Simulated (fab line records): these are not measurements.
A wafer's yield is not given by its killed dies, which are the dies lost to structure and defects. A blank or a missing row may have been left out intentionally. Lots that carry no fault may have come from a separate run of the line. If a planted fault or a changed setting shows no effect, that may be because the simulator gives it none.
Chamber matching -- flow nand_harc -- NHARC_P_M0_STRIP_18 on rie_diel-10 has 4 sister chambers
The step strips in N2/H2. 14 wafers are shown with their chamber, then 7 later ones without.

== WAFERS WITH THEIR CHAMBER ==
wafer,chamber,showerhead_plenum_p_Torr (Torr),drypump_motor_current_A (A),oes_product_au (a.u.)
L737.3,0,1.94,5.61,0.985
L737.5,1,2.13,5.61,1.004
L737.6,2,1.91,5.92,1.024
L738.3,1,2.13,5.59,0.993
L738.4,2,1.91,5.89,1.016
L738.5,3,1.95,5.80,1.008
L739.2,0,1.94,5.65,0.995
L739.4,1,2.13,5.62,0.996
L739.5,1,2.13,5.63,1.001
L741.1,0,1.94,5.61,0.992
L741.3,1,2.12,5.61,0.985
L741.5,3,1.95,5.83,1.014
L748.3,0,1.94,5.61,0.996
L748.4,0,1.94,5.66,0.993

SIGNATURES (means of the wafers above)
reading,chamber 0,chamber 1,chamber 2,chamber 3,scatter within a chamber
showerhead_plenum_p_Torr,1.9400,2.1280,1.9100,1.9500,0.00283
drypump_motor_current_A,5.6280,5.6120,5.9050,5.8150,0.0206
oes_product_au,0.99220,0.99580,1.02000,1.01100,0.00586
Rule: distance of a wafer from a chamber = root of the sum over the readings of ((wafer's reading minus chamber's mean) / reading's scatter) squared. If the next closest chamber is less than 2 further off than the closest, the wafer can't be placed; otherwise it belongs to the closest. How the scatter is found: for the shown wafers, subtract from each reading the mean of its chamber, square and add these, divide the total by (wafers less chambers), then take the root.

== WAFERS WHOSE CHAMBER IS MISSING ==
wafer,showerhead_plenum_p_Torr (Torr),drypump_motor_current_A (A),oes_product_au (a.u.)
L748.5,2.12,5.61,0.995
L755.1,2.12,5.61,0.993
L755.4,1.90,5.89,1.005
L755.6,1.90,5.88,1.010
L757.2,1.95,5.82,1.014
L757.3,2.12,5.62,0.998
L757.5,2.11,5.64,0.989

== EACH ONE'S CHAMBER ==
wafer,from the rows above,in truth
L748.5,1,1
L755.1,1,1
L755.4,2,2
L755.6,2,2
L757.2,3,3
L757.3,1,1
L757.5,1,1
Correct placement for 7 of the 7. Not placeable from these rows: 0. Placed wrongly: 0.
